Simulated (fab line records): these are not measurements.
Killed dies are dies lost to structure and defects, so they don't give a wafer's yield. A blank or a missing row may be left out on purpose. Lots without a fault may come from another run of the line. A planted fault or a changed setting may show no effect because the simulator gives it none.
The tool behind it: which one? | flow nand_harc | 12 lots with 36 wafers sampled at 6 steps, on a route of 1302 steps

## WHAT EACH GAUGE READ, for each wafer
NHARC_A_CONTACT_INSPECT_71.
lot  | measured     | on                | raw_defect_count
L074 | day 22 07:14 | defect_inspect-02 | 45 57 48
L077 | day 23 16:12 | defect_inspect-01 | 70 70 77
L078 | day 23 22:02 | defect_inspect-01 | 160 133 159
L081 | day 25 11:14 | defect_inspect-02 | 107 94 107
L083 | day 25 20:31 | defect_inspect-02 | 91 87 89
L085 | day 26 11:12 | defect_inspect-02 | 153 125 136
L088 | day 27 13:33 | defect_inspect-02 | 89 114 96
L087 | day 27 20:09 | defect_inspect-02 | 147 140 165
L092 | day 29 07:10 | defect_inspect-01 | 72 73 84
L093 | day 29 23:02 | defect_inspect-02 | 74 68 79
L094 | day 31 06:04 | defect_inspect-01 | 13 25 29
L096 | day 31 12:23 | defect_inspect-01 | 71 73 63

## WHICH TOOL RAN EACH LOT (tool, then ch and the chambers of the sampled wafers, then the start)
lot  | NHARC_A_CONTACT_ETCH_116             | NHARC_A_CONTACT_ETCH_117             | NHARC_A_CONTACT_ETCH_118             | NHARC_A_CONTACT_ETCH_120             | NHARC_A_CONTACT_ETCH_121
L074 | har_cap_etch-03 ch 0,1, day 21 23:19 | har_cap_etch-03 ch 0,1, day 21 23:29 | har_cap_etch-03 ch 0,1, day 21 23:40 | har_cap_etch-03 ch 0,1, day 22 00:00 | har_cap_etch-03 ch 0,1, day 22 00:10
L077 | har_cap_etch-02 ch 0,1, day 23 08:47 | har_cap_etch-02 ch 0,1, day 23 08:57 | har_cap_etch-02 ch 0,1, day 23 09:07 | har_cap_etch-02 ch 0,1, day 23 09:28 | har_cap_etch-02 ch 0,1, day 23 09:38
L078 | har_cap_etch-01 ch 0,1, day 23 12:59 | har_cap_etch-01 ch 0,1, day 23 13:10 | har_cap_etch-01 ch 0,1, day 23 13:20 | har_cap_etch-01 ch 0,1, day 23 13:40 | har_cap_etch-01 ch 0,1, day 23 13:50
L081 | har_cap_etch-02 ch 0,1, day 25 01:17 | har_cap_etch-02 ch 0,1, day 25 01:31 | har_cap_etch-02 ch 0,1, day 25 01:44 | har_cap_etch-02 ch 0,1, day 25 02:12 | har_cap_etch-02 ch 0,1, day 25 02:26
L083 | har_cap_etch-03 ch 0,1, day 25 08:41 | har_cap_etch-03 ch 0,1, day 25 08:51 | har_cap_etch-03 ch 0,1, day 25 09:01 | har_cap_etch-03 ch 0,1, day 25 09:22 | har_cap_etch-03 ch 0,1, day 25 09:32
L085 | har_cap_etch-02 ch 0,1, day 26 03:06 | har_cap_etch-02 ch 0,1, day 26 03:16 | har_cap_etch-02 ch 0,1, day 26 03:26 | har_cap_etch-02 ch 0,1, day 26 03:47 | har_cap_etch-02 ch 0,1, day 26 03:57
L088 | har_cap_etch-02 ch 0,1, day 27 06:02 | har_cap_etch-02 ch 0,1, day 27 06:13 | har_cap_etch-02 ch 0,1, day 27 06:23 | har_cap_etch-02 ch 0,1, day 27 06:44 | har_cap_etch-02 ch 0,1, day 27 06:54
L087 | har_cap_etch-03 ch 0,1, day 27 12:43 | har_cap_etch-03 ch 0,1, day 27 12:53 | har_cap_etch-03 ch 0,1, day 27 13:03 | har_cap_etch-03 ch 0,1, day 27 13:23 | har_cap_etch-03 ch 0,1, day 27 13:34
L092 | har_cap_etch-01 ch 0,1, day 28 19:05 | har_cap_etch-01 ch 0,1, day 28 19:16 | har_cap_etch-01 ch 0,1, day 28 19:26 | har_cap_etch-01 ch 0,1, day 28 19:47 | har_cap_etch-01 ch 0,1, day 28 19:57
L093 | har_cap_etch-01 ch 0,1, day 29 15:49 | har_cap_etch-01 ch 0,1, day 29 16:00 | har_cap_etch-01 ch 0,1, day 29 16:10 | har_cap_etch-01 ch 0,1, day 29 16:31 | har_cap_etch-01 ch 0,1, day 29 16:41
L094 | har_cap_etch-01 ch 0,1, day 30 22:43 | har_cap_etch-01 ch 0,1, day 30 22:53 | har_cap_etch-01 ch 0,1, day 30 23:03 | har_cap_etch-01 ch 0,1, day 30 23:23 | har_cap_etch-01 ch 0,1, day 30 23:34
L096 | har_cap_etch-02 ch 0,1, day 31 03:34 | har_cap_etch-02 ch 0,1, day 31 03:44 | har_cap_etch-02 ch 0,1, day 31 03:55 | har_cap_etch-02 ch 0,1, day 31 04:15 | har_cap_etch-02 ch 0,1, day 31 04:25
- NHARC_A_CONTACT_ETCH_116: etches the open film in C4F8/O2/Ar, time 190 s, target depth 1850 nm.
- NHARC_A_CONTACT_ETCH_117: etches the open film in C4F8/O2/Ar, time 190 s, target depth 1850 nm.
- NHARC_A_CONTACT_ETCH_118: etches the open film in C4F8/O2/Ar, time 190 s, target depth 1850 nm.
- NHARC_A_CONTACT_ETCH_120: etches the open film in C4F8/O2/Ar, time 190 s, target depth 1850 nm.
- NHARC_A_CONTACT_ETCH_121: etches the open film in C4F8/O2/Ar, time 190 s, target depth 1850 nm.

## THE ANSWER, worked out from the rows above alone
Rule: what is usual is taken from the lots themselves. The widest of any qualifying gaps counts: lots, ordered by their means at a reading, are off when they make up no more than a third of the lots, leave a main group of 4 or more, and stand apart from it by 3 or more times the standard deviation of that group's means. A main group is skipped when, at the precision printed for the reading in the tables above, its means are all equal. Also off: a lot with no number at a reading for which 4 or more lots have one. Any other lot the step has rows for is counted as sound.
Nothing can be told from this: no lot is off at any reading shown.

## WHAT HAD BEEN PUT IN BY THE SIMULATOR
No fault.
